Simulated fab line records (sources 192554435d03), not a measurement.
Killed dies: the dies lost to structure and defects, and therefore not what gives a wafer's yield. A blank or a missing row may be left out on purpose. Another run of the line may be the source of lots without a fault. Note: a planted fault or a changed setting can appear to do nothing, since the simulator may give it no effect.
Split-lot experiment || flow n5Finfet || on a route of 1938 steps: 7 lots, 21 wafers read

## SPLIT DETAILS
At N5_BEOL_M1_COAT_61 (time 60 s, resist thk 60 nm), the setting spinRpm was moved away from the recipe's 1500 rpm on 9 of the 21 wafers read, by -10.7% to +9.9%. This setting was run at the recipe's value on the other wafers.

## FROM THE SPLIT TO THE READING: what the file shows between them, 6 steps
- N5_BEOL_M1_COAT_62: time 60 s, resist thk 12 nm (also split here: spinRpm)
- N5_BEOL_M1_COAT_73: time 60 s, resist thk 5 nm
- N5_BEOL_M1_COAT_05: resist thk 30 nm
- N5_BEOL_M1_DESCUM_16: chemistry O2, time 7 s
- N5_BEOL_M1_ETCH_74: etches underlayer in N2/H2, target depth 6.5 nm, time 5.2 s
- N5_BEOL_M1_ETCH_63: etches SiARC in CF4, target depth 15.6 nm, time 26 s

## THE READING
etch.depthNm (the simulator's own value, which no gauge read), in nm, at N5_BEOL_M1_ETCH_64 (etches SOC in N2/H2, target depth 75 nm, overetch 15 nm, time 112.5 s). No usual value for it is given in the file. The 12 wafers here that ran the recipe average 60.07 nm, standard deviation 0.21 nm.

{"wafer": "L074.3", "tool, chamber at the split": "lithoTrack-04, 0", "spinRpm as run, rpm": 1397, "against the recipe": "-6.9%", "etch.depthNm, nm": 62.07, "against lot-mates on the recipe": "+1.88"}
{"wafer": "L074.5", "tool, chamber at the split": "lithoTrack-04, 0", "spinRpm as run, rpm": 1397, "against the recipe": "-6.9%", "etch.depthNm, nm": 62.36, "against lot-mates on the recipe": "+2.17"}
{"wafer": "L074.6", "tool, chamber at the split": "lithoTrack-04, 0", "spinRpm as run, rpm": 1500, "against the recipe": "recipe", "etch.depthNm, nm": 60.19, "against lot-mates on the recipe": "-"}
{"wafer": "L077.1", "tool, chamber at the split": "lithoTrack-01, 0", "spinRpm as run, rpm": 1500, "against the recipe": "recipe", "etch.depthNm, nm": 60.27, "against lot-mates on the recipe": "-"}
{"wafer": "L077.4", "tool, chamber at the split": "lithoTrack-01, 0", "spinRpm as run, rpm": 1500, "against the recipe": "recipe", "etch.depthNm, nm": 60.42, "against lot-mates on the recipe": "-"}
{"wafer": "L077.5", "tool, chamber at the split": "lithoTrack-01, 0", "spinRpm as run, rpm": 1500, "against the recipe": "recipe", "etch.depthNm, nm": 60.05, "against lot-mates on the recipe": "-"}
{"wafer": "L086.1", "tool, chamber at the split": "lithoTrack-01, 0", "spinRpm as run, rpm": 1500, "against the recipe": "recipe", "etch.depthNm, nm": 60.13, "against lot-mates on the recipe": "-"}
{"wafer": "L086.3", "tool, chamber at the split": "lithoTrack-01, 0", "spinRpm as run, rpm": 1500, "against the recipe": "recipe", "etch.depthNm, nm": 60.02, "against lot-mates on the recipe": "-"}
{"wafer": "L086.6", "tool, chamber at the split": "lithoTrack-01, 0", "spinRpm as run, rpm": 1500, "against the recipe": "recipe", "etch.depthNm, nm": 60.15, "against lot-mates on the recipe": "-"}
{"wafer": "L087.1", "tool, chamber at the split": "lithoTrack-01, 0", "spinRpm as run, rpm": 1649, "against the recipe": "+9.9%", "etch.depthNm, nm": 57.02, "against lot-mates on the recipe": -2.76}
{"wafer": "L087.2", "tool, chamber at the split": "lithoTrack-01, 0", "spinRpm as run, rpm": 1500, "against the recipe": "recipe", "etch.depthNm, nm": 59.76, "against lot-mates on the recipe": "-"}
{"wafer": "L087.6", "tool, chamber at the split": "lithoTrack-01, 0", "spinRpm as run, rpm": 1500, "against the recipe": "recipe", "etch.depthNm, nm": 59.8, "against lot-mates on the recipe": "-"}
{"wafer": "L091.3", "tool, chamber at the split": "lithoTrack-04, 0", "spinRpm as run, rpm": 1500, "against the recipe": "recipe", "etch.depthNm, nm": 60.28, "against lot-mates on the recipe": "-"}
{"wafer": "L091.4", "tool, chamber at the split": "lithoTrack-04, 0", "spinRpm as run, rpm": 1559, "against the recipe": "+3.9%", "etch.depthNm, nm": 59.12, "against lot-mates on the recipe": -1.16}
{"wafer": "L091.6", "tool, chamber at the split": "lithoTrack-04, 0", "spinRpm as run, rpm": 1559, "against the recipe": "+3.9%", "etch.depthNm, nm": 59.18, "against lot-mates on the recipe": -1.10}
{"wafer": "L093.1", "tool, chamber at the split": "lithoTrack-04, 0", "spinRpm as run, rpm": 1500, "against the recipe": "recipe", "etch.depthNm, nm": 59.74, "against lot-mates on the recipe": "-"}
{"wafer": "L093.2", "tool, chamber at the split": "lithoTrack-04, 0", "spinRpm as run, rpm": 1339, "against the recipe": "-10.7%", "etch.depthNm, nm": 63.65, "against lot-mates on the recipe": "+3.91"}
{"wafer": "L093.4", "tool, chamber at the split": "lithoTrack-04, 0", "spinRpm as run, rpm": 1339, "against the recipe": "-10.7%", "etch.depthNm, nm": 63.29, "against lot-mates on the recipe": "+3.55"}
{"wafer": "L094.2", "tool, chamber at the split": "lithoTrack-04, 0", "spinRpm as run, rpm": 1548, "against the recipe": "+3.2%", "etch.depthNm, nm": 59.23, "against lot-mates on the recipe": -0.86}
{"wafer": "L094.4", "tool, chamber at the split": "lithoTrack-04, 0", "spinRpm as run, rpm": 1548, "against the recipe": "+3.2%", "etch.depthNm, nm": 59.05, "against lot-mates on the recipe": -1.04}
{"wafer": "L094.6", "tool, chamber at the split": "lithoTrack-04, 0", "spinRpm as run, rpm": 1500, "against the recipe": "recipe", "etch.depthNm, nm": 60.09, "against lot-mates on the recipe": "-"}

THE FIT
A straight line over all 21 wafers: etch.depthNm changes by -0.306 nm for each +1% of spinRpm; r = -0.99; the points scatter about the line by 0.2 nm.
The same after taking each lot's own level away (the mean of its wafers on the recipe; 21 wafers): -0.315 nm for each +1%; r = -0.99; scatter 0.18 nm.
On that fit, the largest move of spinRpm shifts the reading by 3.4 nm.
The lots' own levels span 59.740 to 60.280 nm, that is 2.6 times the standard deviation above.
So the lot-to-lot level changes the slope little: the two slopes agree.
Check: for one of the wafers moved furthest among these (-10.7%), held out of the fit, the line's prediction against its lot-mates is +3.26 nm. Against them it came out at +3.91 nm.

## OTHER SPLITS APPLIED TO THESE WAFERS
Note: prior to the reading, these wafers also went through further splits. Each is held against what the fit with the lots' levels taken away leaves over:
{"other split on the same wafers": "N5_BEOL_M0_SAQP_SPACER2_ALD_26 targetThkA", "wafers away from the commonest value": 8, "r with etch.depthNm (lot level and that fit taken away)": "+0.06"}
{"other split on the same wafers": "N5_BEOL_M0_SAQP_COAT_87 tempC", "wafers away from the commonest value": 4, "r with etch.depthNm (lot level and that fit taken away)": -0.27}
{"other split on the same wafers": "N5_BEOL_M1_COAT_62 spinRpm", "wafers away from the commonest value": 5, "r with etch.depthNm (lot level and that fit taken away)": -0.14}

## THE WHOLE CHAIN: every reading that the file lists as answering this split, in the file's order
{"step": "N5_BEOL_M1_COAT_61", "what it does": "time 60 s, resist thk 60 nm", "reading": "SOC_of_BEOL_M1_COAT_61.thkNm (the simulator's own value, which no gauge read)", "change (the file's fit)": "-0.303 nm for each +1% of the setting", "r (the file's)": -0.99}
{"step": "N5_BEOL_M1_ETCH_64", "what it does": "etches SOC in N2/H2, target depth 75 nm, overetch 15 nm, time 112.5 s", "reading": "etch.depthNm (the simulator's own value, which no gauge read)", "change (the file's fit)": "-0.31 nm for each +1% of the setting", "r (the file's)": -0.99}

## FILE'S OWN FIT
etch.depthNm changes by -0.31 nm for each +1% of spinRpm, r = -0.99.
